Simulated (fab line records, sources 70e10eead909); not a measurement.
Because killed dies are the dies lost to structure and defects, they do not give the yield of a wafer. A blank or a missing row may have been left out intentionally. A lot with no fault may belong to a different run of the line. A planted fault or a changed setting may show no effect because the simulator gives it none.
Matching of chambers | flow nand-harc | 4 sister chambers for NHARC_A_SLIT_ETCH_24 on rie-diel-13
The step etches the open film in CF4/CHF3, target depth 121 nm, time 60.5 s. 18 wafers are shown with their chamber, then 9 later ones without.

## EACH WAFER AND ITS CHAMBER
wafer  | chamber | showerhead-plenum-p-Torr (Torr) | drypump-motor-current-A (A) | rf-vpp-V (V)
L076.2 | 0       | 1.53                            | 6.1                         | 369.0
L076.3 | 1       | 1.63                            | 5.5                         | 372.9
L076.4 | 2       | 1.64                            | 5.5                         | 372.4
L077.2 | 0       | 1.53                            | 6.2                         | 369.0
L077.5 | 2       | 1.64                            | 5.5                         | 372.8
L077.6 | 1       | 1.63                            | 5.5                         | 370.5
L080.4 | 3       | 1.62                            | 5.1                         | 371.3
L080.5 | 0       | 1.53                            | 6.1                         | 369.2
L080.6 | 2       | 1.63                            | 5.5                         | 372.8
L084.2 | 0       | 1.53                            | 6.1                         | 369.1
L084.3 | 1       | 1.63                            | 5.5                         | 372.7
L084.6 | 0       | 1.53                            | 6.1                         | 369.3
L090.1 | 0       | 1.53                            | 6.2                         | 369.9
L090.3 | 2       | 1.63                            | 5.5                         | 372.6
L090.6 | 0       | 1.53                            | 6.1                         | 369.2
L092.1 | 0       | 1.53                            | 6.1                         | 371.1
L092.2 | 3       | 1.62                            | 5.1                         | 373.5
L092.5 | 3       | 1.62                            | 5.1                         | 372.2

SIGNATURES (means of the wafers above)
reading                  | chamber 0 | chamber 1 | chamber 2 | chamber 3 | scatter within a chamber
showerhead-plenum-p-Torr | 1.5300    | 1.6300    | 1.6350    | 1.6200    | 0.00267
drypump-motor-current-A  | 6.125     | 5.500     | 5.500     | 5.100     | 0.0327
rf-vpp-V                 | 369.475   | 372.033   | 372.650   | 372.333   | 0.832
Rule: a wafer lies at a distance from a chamber equal to the root of the sum of squares, over the readings, of (its reading less the chamber's mean, divided by the reading's scatter). If the next closest chamber is less than 2 further off than the closest, the wafer can't be placed; otherwise it belongs to the closest. The scatter is the square root of a quotient: the sum, over the shown wafers, of each reading's squared deviation from its chamber's mean, divided by wafers minus chambers.

## WAFERS WHOSE CHAMBER IS MISSING
wafer  | showerhead-plenum-p-Torr (Torr) | drypump-motor-current-A (A) | rf-vpp-V (V)
L093.3 | 1.53                            | 6.2                         | 368.8
L093.5 | 1.63                            | 5.5                         | 371.4
L093.6 | 1.63                            | 5.5                         | 372.5
L096.1 | 1.63                            | 5.5                         | 372.6
L096.5 | 1.63                            | 5.5                         | 372.5
L096.6 | 1.53                            | 6.2                         | 369.3
L097.1 | 1.63                            | 5.4                         | 373.4
L097.4 | 1.63                            | 5.5                         | 373.1
L097.5 | 1.53                            | 6.1                         | 369.1

## EACH ONE'S CHAMBER
wafer  | from the rows above     | in truth
L093.3 | 0                       | 0
L093.5 | can't be placed: 1 or 2 | 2
L093.6 | can't be placed: 1 or 2 | 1
L096.1 | can't be placed: 1 or 2 | 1
L096.5 | can't be placed: 1 or 2 | 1
L096.6 | 0                       | 0
L097.1 | can't be placed: 1 or 2 | 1
L097.4 | can't be placed: 1 or 2 | 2
L097.5 | 0                       | 0
3 of 9 placed correctly. Can't be placed from these rows: 6 (the true chamber is among the candidates in 6). Number placed wrongly: 0.
